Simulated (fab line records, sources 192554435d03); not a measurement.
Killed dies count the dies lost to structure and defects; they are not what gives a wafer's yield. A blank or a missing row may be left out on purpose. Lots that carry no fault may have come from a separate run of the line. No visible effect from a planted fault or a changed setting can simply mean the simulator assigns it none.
A struck lot beside a sound one ; flow n5Finfet ; 38 steps out of a route of 1938
Sound: these wafers, L630.1, L630.5, L630.6. Struck: wafer L618.4 (left out: L618.2, L618.6 of the same lot, which were not struck); the cause appears at the end.
At each step with rows: each side's tool, then ch and its chambers, then its first start. Under that, the readings that differ: sound wafers ; struck wafers ; difference of the means ; sigmas: that difference in standard deviations of wafers without a fault.
alike: words and numbers the same on both sides, and readings whose means are apart by under 2 such deviations; not compared: readings that were withheld, readings missing a value for some wafer, numbers with overlapping values and no deviation given by the record, and bounds like >300 which may hide the same value.
A row with sigmas, a row that says differs or no value, or rows on one side alone: a step with any of these is where the two part. Numbers that have no deviation but don't overlap get no sigmas and don't part them. Lack of a reading on every wafer of one side parts them only where that side has two or more wafers.

first, 12 steps without rows for these wafers: N5_BEOL_M0_ALD_136 (deposits TaN, pulse time 2 s, purge time 3 s, co reactant purge time 2 s); N5_BEOL_M0_SURFACE_TREAT_137; N5_BEOL_M0_CVD_115 (deposits Co from CCTBA/H2, time 120 s); N5_BEOL_M0_SPUTTER_116 (material Cu, target thk 4 nm, time 7.37 s); N5_BEOL_M0_ANNEAL_117 (time 60 s); N5_BEOL_M0_SPUTTER_132 (material Cu, target thk 4 nm, time 7.37 s); N5_BEOL_M0_ANNEAL_133 (time 60 s); N5_BEOL_M0_SPUTTER_134 (material Cu, target thk 4 nm, time 7.37 s); N5_BEOL_M0_ANNEAL_135 (time 60 s); N5_BEOL_M0_SPUTTER_141 (material Cu, target thk 4 nm, time 7.37 s); N5_BEOL_M0_ECD_118 (material Cu, target thk 300 nm); N5_BEOL_M0_ANNEAL_119 (time 90 s).
N5_BEOL_M0_CMP_120: polishes, stops on SiOC, t overpolish 6.9 s.
  sound on cmp-03 ch 0,3, day 11 17:53; struck on cmp-02 ch 1, day 9 01:06
reading;sound;struck;difference;sigmas
barrierFieldEndpointS (s);3.62 3.54 3.91;7.73;+4.04;+25
timeToEndpointS (s);58 57 65;82;+22;+6
model.SiOC_of_BEOL_M0_SAQP_ILD_DEP_01.thkNm (nm);39.4 40.2 40.6;41.4;+1.3;
  alike: clearingPlatenDownForcePsi, motorCurrentA, overpolishRunS, platenRpm, slurryFilterDpKPa
then, 4 steps without rows for these wafers: N5_BEOL_M0_PRE_CLEAN_131 (time 15 s); N5_BEOL_M0_CO_CAP_123 (material Co, precursor CCTBA/H2, target thk 2 nm, time 102.1 s); N5_BEOL_M0_PRE_CLEAN_124 (time 15 s); N5_BEOL_M0_DEP_125 (deposits SiCN from 3MS/NH3, target thk 8 nm, time 14 s).
N5_BEOL_M0_INSPECT_127: inspects for defects (darkfield).
  struck on defectInspect-01, day 9 01:39; sound on defectInspect-01, day 11 18:28
reading;sound;struck;difference;sigmas
rawDefectCount;86 50 74;3528;+3458;+99 or more
then, 18 steps without rows for these wafers: N5_BEOL_M1_ILD_DEP_00 (deposits SiOC from DEMS/O2, target thk 79 nm, time 15.3 s); N5_BEOL_M1_PECVD_72 (deposits SiO2 from TEOS/O2, target thk 16 nm, time 18 s); N5_BEOL_M1_HM_DEP_02 (deposits TiN, target thk 20 nm); N5_BEOL_M1_COAT_61 (time 60 s, resist thk 60 nm); N5_BEOL_M1_COAT_62 (time 60 s, resist thk 12 nm); N5_BEOL_M1_COAT_73 (time 60 s, resist thk 5 nm); N5_BEOL_M1_COAT_05 (resist thk 30 nm); N5_BEOL_M1_EBR_07; N5_BEOL_M1_SOFTBAKE_06 (time 60 s); N5_BEOL_M1_EXPOSE_08 (exposes mask M1); N5_BEOL_M1_PEB_09 (peb time 60 s); N5_BEOL_M1_DEVELOP_10 (develop time 30 s); N5_BEOL_M1_DESCUM_16 (chemistry O2, time 7 s); N5_BEOL_M1_ETCH_74 (etches underlayer in N2/H2, target depth 6.5 nm, time 5.2 s); N5_BEOL_M1_ETCH_63 (etches SiARC in CF4, target depth 15.6 nm, time 26 s); N5_BEOL_M1_ETCH_64 (etches SOC in N2/H2, target depth 75 nm, overetch 15 nm, time 112.5 s); N5_BEOL_M1_STRIP_65 (strips in N2/H2); N5_BEOL_M1_STRIP_75 (strips in N2/H2).
N5_BEOL_M4_RC_MEAS_101:
  the record has rows for the sound wafers here (prober-02 ch 0, day 13 12:45) and none for the struck ones
-- a jump in the record: the struck wafers' starts before and after are 6 days apart (it breaks off in module BEOL_M4 and resumes in module PASSIVATION, where the first step shown is number 1936 of the route) --
N5_PASSIVATION_PROBE_49:
  struck on prober-02, day 14 16:36; sound on prober-01, day 18 09:07
reading;sound;struck;difference;sigmas
defectLimitedYield (%);92.2 90.0 88.7;0;-90;-56
killed_at_M0_to_M3;20 25 32;1115;+1089;+99 or more
killedDies;92 118 133;1180;+1066;+56
killedOnRim;12 21 12;152;+137;+35
sortNPass;1088 1062 1047;0;-1066;-53
sortYieldPct (%);92.2 90.0 88.7;0;-90;-53
  alike: killed_at_M4_up, killedAtContacts, killedAtFrontEnd, killedAtOther, killedOpen, killedShort, sort_bin_4_leakage, sort_bin_5_function, sort_bin_6_memory

WHERE THEY PART
Earliest at N5_BEOL_M0_CMP_120; latest, in this record, at N5_PASSIVATION_PROBE_49.

WHY: what had been put in by the simulator
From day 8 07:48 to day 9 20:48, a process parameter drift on cmp-02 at N5_BEOL_M0_CMP_120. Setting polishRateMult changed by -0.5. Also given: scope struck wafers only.
